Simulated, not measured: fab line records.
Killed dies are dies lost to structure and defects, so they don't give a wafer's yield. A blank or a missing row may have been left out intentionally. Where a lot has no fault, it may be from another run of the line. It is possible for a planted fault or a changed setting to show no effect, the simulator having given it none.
Chamber matching    flow nandHarc    NHARC_A_SGD_CUT_DEP_00 on pecvd-03 has 3 sister chambers
The step deposits SiNx, target thk 50 nm. 6 wafers are shown with their chamber, then 10 later ones without.

EACH WAFER AND ITS CHAMBER
wafer   chamber  heaterPowerW (W)
L083.4  1        793
L087.4  1        754
L087.5  2        770
L087.6  0        760
L088.1  0        611
L088.2  2        833

WAFERS MISSING THEIR CHAMBER
wafer   heaterPowerW (W)
L088.4  634
L090.2  722
L090.5  748
L090.6  704
L095.1  749
L095.2  798
L095.4  843
L097.1  847
L097.2  795
L097.5  746

WHICH CHAMBER EACH WENT THROUGH
wafer   from the rows above           in truth
L088.4  can't be placed: 0 or 1 or 2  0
L090.2  can't be placed: 0 or 1 or 2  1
L090.5  can't be placed: 1 or 2 or 0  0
L090.6  can't be placed: 0 or 1 or 2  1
L095.1  can't be placed: 1 or 2 or 0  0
L095.2  can't be placed: 2 or 1 or 0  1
L095.4  can't be placed: 2 or 1 or 0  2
L097.1  can't be placed: 2 or 1 or 0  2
L097.2  can't be placed: 2 or 1 or 0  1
L097.5  can't be placed: 1 or 2 or 0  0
Correctly placed: 0 of 10. Not placeable from these rows: 10 (in 10, the candidates include the true chamber). Placed wrongly: 0.
How it was worked out, from the rows above alone: a wafer's distance from a chamber is the root of the sum, over the readings, of the square of ((its reading less the chamber's mean) divided by the reading's scatter). The wafer belongs to the nearest chamber; if the next one is less than 2 further off, it can't be placed. A chamber's mean is the mean of its shown wafers. The scatter is the square root of a quotient: the sum, over the shown wafers, of each reading's squared deviation from its chamber's mean, divided by wafers minus chambers.
